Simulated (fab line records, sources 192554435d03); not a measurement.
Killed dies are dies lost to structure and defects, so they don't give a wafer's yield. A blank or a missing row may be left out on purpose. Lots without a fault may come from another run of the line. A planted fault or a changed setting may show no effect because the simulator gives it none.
Tool commonality check | flow n5_finfet | 12 lots, 35 wafers sampled

WHY IT WAS OPENED
At N5_BEOL_M9_CD_MEAS_28 the reading cd_nm is flagged on 2 of 12 lots. Wafers without a fault read 70.05 nm, standard deviation 0.27.
Rule: a lot is flagged when every wafer of it that has a number lies more than 4 standard deviations from that mean, or none has a number. The other lots count as sound.

lot  | measured     | on        | cd_nm (nm), wafer by wafer | flag
L312 | day 9 13:55  | cd_sem-01 | 70.00 70.02 69.44          |
L313 | day 9 22:52  | cd_sem-02 | 69.78 70.20                |
L314 | day 10 01:08 | cd_sem-03 | 70.26 69.69 69.82          |
L316 | day 10 13:52 | cd_sem-03 | 70.70 70.35 70.14          |
L318 | day 11 04:33 | cd_sem-02 | 69.95 70.43 69.69          |
L317 | day 11 10:56 | cd_sem-02 | 70.09 70.11 69.83          |
L324 | day 12 18:27 | cd_sem-03 | 65.88 66.27 66.43          | FLAGGED
L322 | day 12 20:44 | cd_sem-01 | 66.76 67.27 66.87          | FLAGGED
L326 | day 13 04:37 | cd_sem-01 | 70.36 70.03 70.33          |
L327 | day 14 00:40 | cd_sem-02 | 69.85 69.79 70.09          |
L329 | day 14 00:59 | cd_sem-01 | 70.14 70.26 69.66          |
L332 | day 15 07:10 | cd_sem-03 | 70.02 70.07 69.96          |
The numbers of the flagged lots are 66.58 nm on average: -3.47 nm against the usual, or -13 standard deviations.

WHICH TOOL RAN EACH LOT
The record holds 2 process steps before the reading, out of a route of 1938 steps. In each cell: the tool, then ch and the chambers that the sampled wafers went through, then the start.
lot  | flag    | N5_BEOL_M8_PRE_CLEAN_45      | N5_BEOL_M9_EXPOSE_25
L312 |         | pvd_sputter-02, day 9 07:50  | euv_scanner-01 ch 0, day 9 13:47
L313 |         | pvd_sputter-02, day 9 15:33  | euv_scanner-02 ch 0, day 9 22:45
L314 |         | pvd_sputter-03, day 9 18:04  | euv_scanner-01 ch 0, day 10 01:00
L316 |         | pvd_sputter-01, day 10 08:44 | euv_scanner-02 ch 0, day 10 13:45
L318 |         | pvd_sputter-01, day 10 20:46 | euv_scanner-01 ch 0, day 11 04:26
L317 |         | pvd_sputter-02, day 10 22:25 | euv_scanner-02 ch 0, day 11 10:48
L324 | FLAGGED | pvd_sputter-01, day 12 12:29 | euv_scanner-02 ch 0, day 12 18:19
L322 | FLAGGED | pvd_sputter-01, day 12 12:34 | euv_scanner-02 ch 0, day 12 20:38
L326 |         | pvd_sputter-02, day 12 22:28 | euv_scanner-01 ch 0, day 13 04:29
L327 |         | pvd_sputter-02, day 13 15:16 | euv_scanner-01 ch 0, day 14 00:32
L329 |         | pvd_sputter-01, day 13 16:07 | euv_scanner-01 ch 0, day 14 00:52
L332 |         | pvd_sputter-03, day 15 00:14 | euv_scanner-01 ch 0, day 15 07:02
What these steps do:
- N5_BEOL_M8_PRE_CLEAN_45: time 30 s.
- N5_BEOL_M9_EXPOSE_25: exposes mask V8.
- N5_BEOL_M9_CD_MEAS_28: target cd 70 nm.

FLAGGED OVER TOTAL, TOOL BY TOOL (the gauges that took the reading come last)
step                    | tool           | lots run | flagged | share of the flagged lots | sound lots run after its first flagged lot
N5_BEOL_M8_PRE_CLEAN_45 | pvd_sputter-01 | 5        | 2       | all                       | 1 (L329)
N5_BEOL_M8_PRE_CLEAN_45 | pvd_sputter-02 | 5        | 0       | none                      | -
N5_BEOL_M8_PRE_CLEAN_45 | pvd_sputter-03 | 2        | 0       | none                      | -
N5_BEOL_M9_EXPOSE_25    | euv_scanner-01 | 7        | 0       | none                      | -
N5_BEOL_M9_EXPOSE_25    | euv_scanner-02 | 5        | 2       | all                       | 0
N5_BEOL_M9_CD_MEAS_28   | cd_sem-01      | 4        | 1       | some                      | 2 (L326,L329)
N5_BEOL_M9_CD_MEAS_28   | cd_sem-02      | 4        | 0       | none                      | -
N5_BEOL_M9_CD_MEAS_28   | cd_sem-03      | 4        | 1       | some                      | 1 (L332)

WHAT THE TABLE ALLOWS
2 rows of the table ran every flagged lot: pvd_sputter-01 at N5_BEOL_M8_PRE_CLEAN_45, euv_scanner-02 at N5_BEOL_M9_EXPOSE_25.
- pvd_sputter-01 at N5_BEOL_M8_PRE_CLEAN_45: 2 of its 5 lots flagged. Sound lots ran on it after the first flagged one (L329), which a lasting fault on the whole tool wouldn't allow.
- euv_scanner-02 at N5_BEOL_M9_EXPOSE_25: 2 of its 5 lots flagged. Its last sound lot is L317 (day 11 10:48), its first flagged lot L324 (day 12 18:19): a fault that began between those two fits. Its own readings lie more than 4 standard deviations out on every wafer of the flagged lots: exposure_dose_mJ_cm2.
One tool is left: euv_scanner-02 at N5_BEOL_M9_EXPOSE_25.

WHAT THE SIMULATOR HAD PUT IN
Process parameter drift: euv_scanner-02, from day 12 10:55 on, at N5_BEOL_M9_EXPOSE_25. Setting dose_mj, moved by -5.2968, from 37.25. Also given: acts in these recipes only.
Lots struck among those shown: L324, L322. The rule above found the same.
